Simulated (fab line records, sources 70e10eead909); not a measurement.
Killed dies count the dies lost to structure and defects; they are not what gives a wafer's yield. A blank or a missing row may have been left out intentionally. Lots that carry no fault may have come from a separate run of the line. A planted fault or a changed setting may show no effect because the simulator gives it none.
Tool commonality check + flow nand_harc + 11 lots and 33 wafers in the sample

== THE REASON FOR OPENING IT ==
On 2 of the 11 lots, a flag is raised at NHARC_P_STI_CD_MEAS_09 on the reading cd_nm. No-fault wafers: 199.8 nm, standard deviation 1.5.
Rule: a lot gets a flag if all its wafers with a number sit over 4 standard deviations from that mean, or if no wafer of it has a number. As for the other lots, they are considered sound.

| lot  | measured     | on        | cd_nm (nm), wafer by wafer | flag    |
|------|--------------|-----------|----------------------------|---------|
| L789 | day 3 09:05  | cd_sem-02 | 199.1 199.4 199.5          |         |
| L791 | day 4 01:47  | cd_sem-01 | 197.2 197.6 198.7          |         |
| L793 | day 4 22:32  | cd_sem-01 | 198.2 197.0 199.4          |         |
| L794 | day 5 09:18  | cd_sem-01 | 199.4 198.0 198.8          |         |
| L797 | day 6 13:06  | cd_sem-02 | 199.2 200.9 200.2          |         |
| L798 | day 6 22:40  | cd_sem-03 | 198.3 199.0 201.9          |         |
| L800 | day 7 21:07  | cd_sem-03 | 182.7 185.0 183.7          | FLAGGED |
| L802 | day 8 16:35  | cd_sem-02 | 183.3 183.0 181.4          | FLAGGED |
| L807 | day 10 18:45 | cd_sem-01 | 197.8 196.4 201.3          |         |
| L809 | day 11 15:51 | cd_sem-03 | 202.0 201.3 200.5          |         |
| L810 | day 12 00:26 | cd_sem-03 | 198.4 199.0 200.6          |         |
Average over the flagged lots: 183.2 nm; offset from the usual -16.6 nm, equal to -11 standard deviations.

== TOOL THAT RAN EACH LOT ==
The record holds 1 process step before the reading, out of a route of 1302 steps. Each cell gives the tool, then ch followed by the chambers the sampled wafers passed through, then the start.
| lot  | flag    | NHARC_P_STI_SOFTBAKE_04           |
|------|---------|-----------------------------------|
| L789 |         | litho_track-05 ch 0, day 3 08:00  |
| L791 |         | litho_track-03 ch 0, day 4 01:00  |
| L793 |         | litho_track-03 ch 0, day 4 22:00  |
| L794 |         | litho_track-05 ch 0, day 5 08:00  |
| L797 |         | litho_track-05 ch 0, day 6 12:00  |
| L798 |         | litho_track-03 ch 0, day 6 22:00  |
| L800 | FLAGGED | litho_track-03 ch 0, day 7 20:00  |
| L802 | FLAGGED | litho_track-03 ch 0, day 8 16:00  |
| L807 |         | litho_track-05 ch 0, day 10 18:00 |
| L809 |         | litho_track-05 ch 0, day 11 15:00 |
| L810 |         | litho_track-05 ch 0, day 12 00:00 |
What the steps here do:
- NHARC_P_STI_SOFTBAKE_04: time 70 s.
- NHARC_P_STI_CD_MEAS_09: target cd 200 nm.

== FLAGGED OVER TOTAL, TOOL BY TOOL (the gauges that took the reading come last) ==
| step                    | tool           | lots run | flagged | share of the flagged lots | sound lots run after its first flagged lot |
|-------------------------|----------------|----------|---------|---------------------------|--------------------------------------------|
| NHARC_P_STI_SOFTBAKE_04 | litho_track-03 | 5        | 2       | all                       | 0                                          |
| NHARC_P_STI_SOFTBAKE_04 | litho_track-05 | 6        | 0       | none                      | -                                          |
| NHARC_P_STI_CD_MEAS_09  | cd_sem-01      | 4        | 0       | none                      | -                                          |
| NHARC_P_STI_CD_MEAS_09  | cd_sem-02      | 3        | 1       | some                      | 0                                          |
| NHARC_P_STI_CD_MEAS_09  | cd_sem-03      | 4        | 1       | some                      | 2 (L809,L810)                              |

== WHAT IS ALLOWED BY THE TABLE ==
In the table, 1 row covers all flagged lots: litho_track-03 at NHARC_P_STI_SOFTBAKE_04.
- litho_track-03 at NHARC_P_STI_SOFTBAKE_04 ran 5 lots, 2 of them flagged. Last sound lot L798 at day 6 22:00, first flagged lot L800 at day 7 20:00; a fault beginning in between fits. Its own readings (heater_power_total_W) fall more than 4 standard deviations out on all wafers of the flagged lots.
Just one tool remains: litho_track-03 at NHARC_P_STI_SOFTBAKE_04.

== WHAT THE SIMULATOR HAD PUT IN ==
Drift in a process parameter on litho_track-03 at NHARC_P_STI_SOFTBAKE_04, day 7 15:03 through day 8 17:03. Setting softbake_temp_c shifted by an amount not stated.
Lots struck among those shown: L800, L802. The rule above reached the same finding.
